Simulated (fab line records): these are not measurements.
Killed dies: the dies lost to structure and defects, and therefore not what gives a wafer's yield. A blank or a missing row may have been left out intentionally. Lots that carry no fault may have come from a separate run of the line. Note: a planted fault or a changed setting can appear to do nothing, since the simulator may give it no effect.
Matching of chambers -- flow nand_harc -- pecvd-01 running NHARC_A_CHANNEL_HOLE_D1_DEP_01: 3 sister chambers
The step deposits SiON, target thk 140 nm. 3 wafers are shown with their chamber, then 7 later ones without.

== WAFERS WITH THEIR CHAMBER ==
wafer,chamber,heater_power_w (W)
L557.5,0,626
L565.1,1,740
L565.5,2,694

== WAFERS MISSING THEIR CHAMBER ==
wafer,heater_power_w (W)
L565.6,750
L566.2,756
L566.3,589
L566.5,620
L569.2,809
L569.4,740
L569.6,654

== WHICH CHAMBER EACH ONE RAN IN ==
wafer,from the rows above,in truth
L565.6,can't be placed: 1 or 2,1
L566.2,can't be placed: 1 or 2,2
L566.3,0,0
L566.5,0,0
L569.2,can't be placed: 1 or 2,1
L569.4,can't be placed: 1 or 2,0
L569.6,can't be placed: 0 or 2 or 1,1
2 of 7 placed correctly. Cannot be placed on the basis of these rows: 5; the candidates contain the true chamber in 4. Placed wrongly: 0.
How it was worked out, from the rows above alone: a wafer's distance from a chamber is the root of the sum, over the readings, of the square of ((its reading less the chamber's mean) divided by the reading's scatter). The wafer belongs to the nearest chamber; if the next one is less than 2 further off, it can't be placed. The mean given for a chamber averages the wafers shown for that chamber. The scatter (one wafer shown for each chamber): square how far every hidden wafer sits from the nearest shown wafer, average those squares and take the square root.
